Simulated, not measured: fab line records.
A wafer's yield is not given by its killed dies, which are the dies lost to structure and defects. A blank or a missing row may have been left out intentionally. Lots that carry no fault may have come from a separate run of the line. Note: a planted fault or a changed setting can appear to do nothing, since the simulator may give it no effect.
Chamber matching	flow nandHarc	4 sister chambers for NHARC_A_STAIRCASE_ETCH_253 on rieDiel-06
The step etches the open film in C4F8/O2, target depth 50 nm, time 20.2 s. 8 wafers are shown with their chamber, then 12 later ones without.

WAFERS, EACH WITH ITS CHAMBER
wafer	chamber	rfVppV (V)	oesProductAu (a.u.)
L090.3	0	901	0.964
L090.4	1	897	0.960
L095.1	2	903	0.952
L095.2	1	896	0.974
L095.3	3	903	0.935
L096.1	2	903	0.970
L096.3	3	904	0.940
L096.4	0	903	0.944

WAFERS MISSING THEIR CHAMBER
wafer	rfVppV (V)	oesProductAu (a.u.)
L093.2	902	0.961
L093.4	896	0.962
L093.6	902	0.954
L093.1	904	0.977
L093.3	904	0.967
L093.5	897	0.963
L094.1	903	0.924
L094.2	903	0.931
L094.3	896	0.922
L094.4	903	0.920
L094.5	903	0.924
L094.6	903	0.923

EACH ONE'S CHAMBER
wafer	from the rows above	in truth
L093.2	can't be placed: 0 or 2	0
L093.4	1	1
L093.6	can't be placed: 0 or 2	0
L093.1	can't be placed: 2 or 0 or 3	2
L093.3	can't be placed: 2 or 0 or 3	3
L093.5	1	1
L094.1	can't be placed: 3 or 0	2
L094.2	can't be placed: 3 or 0 or 2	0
L094.3	1	1
L094.4	can't be placed: 3 or 0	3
L094.5	can't be placed: 3 or 0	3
L094.6	can't be placed: 3 or 0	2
3 of 12 placed correctly. Unplaceable from these rows: 9, with the true chamber sitting among the candidates in 7. 0 placed wrongly.
How it was worked out, from the rows above alone: a wafer's distance from a chamber is the root of the sum, over the readings, of the square of ((its reading less the chamber's mean) divided by the reading's scatter). The wafer belongs to the nearest chamber; if the next one is less than 2 further off, it can't be placed. A chamber's mean is the mean of its shown wafers. How the scatter is found: for the shown wafers, subtract from each reading the mean of its chamber, square and add these, divide the total by (wafers less chambers), then take the root.
